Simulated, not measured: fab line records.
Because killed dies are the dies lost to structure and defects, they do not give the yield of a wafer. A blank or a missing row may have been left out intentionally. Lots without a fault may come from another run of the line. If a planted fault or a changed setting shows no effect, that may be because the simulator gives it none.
A lot that was struck, set against a sound lot :: flow nand harc :: 17 out of 1159 route steps
Sound: these wafers, L274.2, L274.4, L274.6. Struck: wafers L282.1, L282.4, L282.6. Last of all comes the cause.
Per side, at each step with rows, come the tool, then ch with its chambers, and then its first start. Under that, the readings that differ: sound wafers :: struck wafers :: difference of the means :: sigmas: that difference in standard deviations of wafers without a fault.
alike: same words and numbers on both sides, and readings whose means sit less than 2 such deviations apart. not compared: any withheld reading, any reading some wafer has no value for, any bound like >300 that may hide the same value, and any number with overlapping values for which the record gives no deviation.
Wherever a step has rows on one side only, a row that says differs or no value, or a row with sigmas, the two part there. Numbers that don't overlap but have no deviation are shown without sigmas and don't part them. A reading that every wafer of one side lacks parts them only if that side has two wafers or more.

NHARC_P_M2_INSPECT_11:
  struck on defect inspect-01, day 9 11:47; sound on defect inspect-02, day 7 11:07
  alike: raw defect count
then, 1 step without rows for these wafers: NHARC_P_M2_DESCUM_14 (chemistry O2, time 3 s).
NHARC_P_M2_ETCH_35: etches the open film in N2/H2, target depth 40 nm, overetch 12 nm, time 43.94 s.
  sound on rie diel-03 ch 1,2, day 7 11:15; struck on rie diel-05 ch 1,2,3, day 9 11:56
  alike: drypump motor current A, oes product au, rf fwd power W, rf vpp V, showerhead plenum p Torr, throttle valve pct
  not compared: rf hours counter h
then, 1 step without rows for these wafers: NHARC_P_M2_ETCH_15 (etches the open film in C4F8/Ar, target depth 182.5 nm, time 91.2 s).
NHARC_P_M2_CD_MEAS_16:
  struck on cd sem-02, day 9 12:10; sound on cd sem-03, day 7 11:28
  alike: cd nm
NHARC_P_M2_STRIP_18: strips in N2/H2.
  sound on rie diel-03 ch 1,2,3, day 7 11:34; struck on rie diel-03 ch 1,2, day 9 12:18
  alike: drypump motor current A, oes product au, rf fwd power W, rf vpp V, showerhead plenum p Torr, throttle valve pct
  not compared: rf hours counter h
then, 3 steps without rows for these wafers: NHARC_P_M2_ETCH_28 (etches the open film in CF4/N2, target depth 30 nm, time 72.99 s); NHARC_P_M2_STRIP_19 (strips in post etch residue remover, time 600 s); NHARC_P_M2_DEGAS_29 (time 60 s).
NHARC_P_M2_PRE_CLEAN_30: time 30 s.
  sound on pvd sputter-02; struck on pvd sputter-03
  alike: heater power w, susceptor temp C
NHARC_P_M2_PVD_20: deposits TaN, target thk 5 nm, time 8.06 s.
  sound on pvd sputter-02; struck on pvd sputter-03
  alike: cathode dc power W, throttle valve pct
NHARC_P_M2_PVD_21: deposits Cu, target thk 30 nm, time 20.49 s.
  sound on pvd sputter-02; struck on pvd sputter-03
  alike: cathode dc power W, throttle valve pct
NHARC_P_M2_ECD_22: material Cu, target thk 400 nm.
  sound on ecd cu-02 ch 0,1, day 7 12:35; struck on ecd cu-02 ch 1, day 9 14:04
  alike: bath temp c
then, 1 step without rows for these wafers: NHARC_P_M2_ANNEAL_31 (time 90 s).
NHARC_P_M2_CMP_23: polishes, t overpolish 20 s, target thk 144.3 nm.
  sound on cmp-02 ch 0,2, day 7 13:17; struck on cmp-01 ch 0,1,3, day 9 14:49
reading: time to endpoint s (s)
sound: 25.4 27.3 29.7
struck: 53.7 60.0 54.6
difference: +28.6
sigmas: +12
  alike: edge zone pressure frac, motor current A
NHARC_P_M2_THK_MEAS_24: measures by xrf.
  struck on film metro-02, day 9 15:08; sound on film metro-02, day 7 13:35
  alike: thk nm
-- record jumps: 12 days between struck wafers' starts before vs after; left off in module P_M2, resumes in module END, first step shown is number 1159 of the route --
NHARC_END_SORT_01:
  sound on prober-01 ch 0, day 21 00:49; struck on prober-02 ch 0, day 22 02:35
reading: killed at array
sound: 14 21 16
struck: 41 40 40
difference: +23
sigmas: +2
  alike: defect limited yield, killed at other, killed at periphery, killed dies, killed open, killed short, sort_bin_2_pct, sort_bin_3_pct, sort_bin_4_pct, sort n pass, sort rim yield pct, sort yield pct

WHERE THEY PART
First at NHARC_P_M2_CMP_23; last, within this record, at NHARC_END_SORT_01.

WHY: what the simulator had put in
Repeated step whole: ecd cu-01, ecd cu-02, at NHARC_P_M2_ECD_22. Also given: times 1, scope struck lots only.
